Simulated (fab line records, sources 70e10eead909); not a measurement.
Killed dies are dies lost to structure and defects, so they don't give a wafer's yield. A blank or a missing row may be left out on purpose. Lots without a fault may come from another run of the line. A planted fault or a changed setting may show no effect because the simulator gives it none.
Chamber matching | flow nand_harc | NHARC_A_STAIRCASE_DESCUM_291 on rie_diel-13: 4 sister chambers
The step chemistry O2, time 3 s. 20 wafers are shown with their chamber, then 10 later ones without.

WAFERS WITH THEIR CHAMBER
wafer  | chamber | drypump_motor_current_A (A) | showerhead_plenum_p_Torr (Torr) | oes_product_au (a.u.)
L075.2 | 1       | 5.9                         | 2.04                            | 0.998
L075.4 | 0       | 5.2                         | 1.96                            | 0.987
L075.5 | 2       | 5.5                         | 1.93                            | 1.004
L077.3 | 3       | 5.9                         | 1.94                            | 1.005
L077.4 | 0       | 5.3                         | 1.95                            | 0.982
L077.5 | 1       | 5.9                         | 2.04                            | 0.993
L080.2 | 0       | 5.3                         | 1.95                            | 0.986
L080.3 | 3       | 5.9                         | 1.93                            | 1.006
L080.5 | 3       | 5.9                         | 1.93                            | 1.006
L079.1 | 1       | 5.9                         | 2.03                            | 0.990
L079.2 | 0       | 5.3                         | 1.95                            | 0.997
L079.3 | 3       | 5.9                         | 1.93                            | 1.007
L081.3 | 0       | 5.2                         | 1.95                            | 0.997
L081.5 | 2       | 5.6                         | 1.92                            | 0.993
L081.6 | 3       | 5.9                         | 1.93                            | 1.000
L083.2 | 2       | 5.5                         | 1.92                            | 1.010
L083.3 | 0       | 5.3                         | 1.95                            | 0.994
L083.6 | 1       | 5.9                         | 2.03                            | 1.024
L082.2 | 0       | 5.2                         | 1.95                            | 1.001
L082.4 | 3       | 5.9                         | 1.93                            | 1.009

SIGNATURES (means of the wafers above)
reading                  | chamber 0 | chamber 1 | chamber 2 | chamber 3 | scatter within a chamber
drypump_motor_current_A  | 5.257     | 5.900     | 5.533     | 5.900     | 0.0386
showerhead_plenum_p_Torr | 1.9514    | 2.0350    | 1.9233    | 1.9317    | 0.00458
oes_product_au           | 0.99200   | 1.00125   | 1.00233   | 1.00550   | 0.00871
Rule: a wafer's distance from a chamber is the root of the sum, over the readings, of the square of ((its reading less the chamber's mean) divided by the reading's scatter). The wafer belongs to the nearest chamber; if the next one is less than 2 further off, it can't be placed. The scatter: the root of (the sum of the squares of (reading less its chamber's mean) over the shown wafers, divided by (wafers less chambers)).

WAFERS WITHOUT THEIR CHAMBER
wafer  | drypump_motor_current_A (A) | showerhead_plenum_p_Torr (Torr) | oes_product_au (a.u.)
L082.5 | 5.5                         | 1.92                            | 0.999
L084.3 | 5.3                         | 1.94                            | 0.992
L084.5 | 5.5                         | 1.92                            | 1.004
L084.6 | 5.9                         | 1.92                            | 1.011
L092.1 | 5.3                         | 1.94                            | 0.998
L092.2 | 5.9                         | 1.92                            | 1.022
L092.5 | 5.5                         | 1.91                            | 1.003
L097.2 | 5.9                         | 2.01                            | 1.006
L097.3 | 5.3                         | 1.93                            | 0.986
L097.6 | 5.9                         | 1.92                            | 1.007

WHICH CHAMBER EACH WENT THROUGH
wafer  | from the rows above     | in truth
L082.5 | 2                       | 2
L084.3 | 0                       | 0
L084.5 | 2                       | 2
L084.6 | 3                       | 3
L092.1 | 0                       | 0
L092.2 | 3                       | 3
L092.5 | 2                       | 2
L097.2 | 1                       | 1
L097.3 | can't be placed: 0 or 2 | 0
L097.6 | 3                       | 3
Placed correctly: 9 of 10. Can't be placed from these rows: 1 (the true chamber is among the candidates in 1). Placed wrongly: 0.
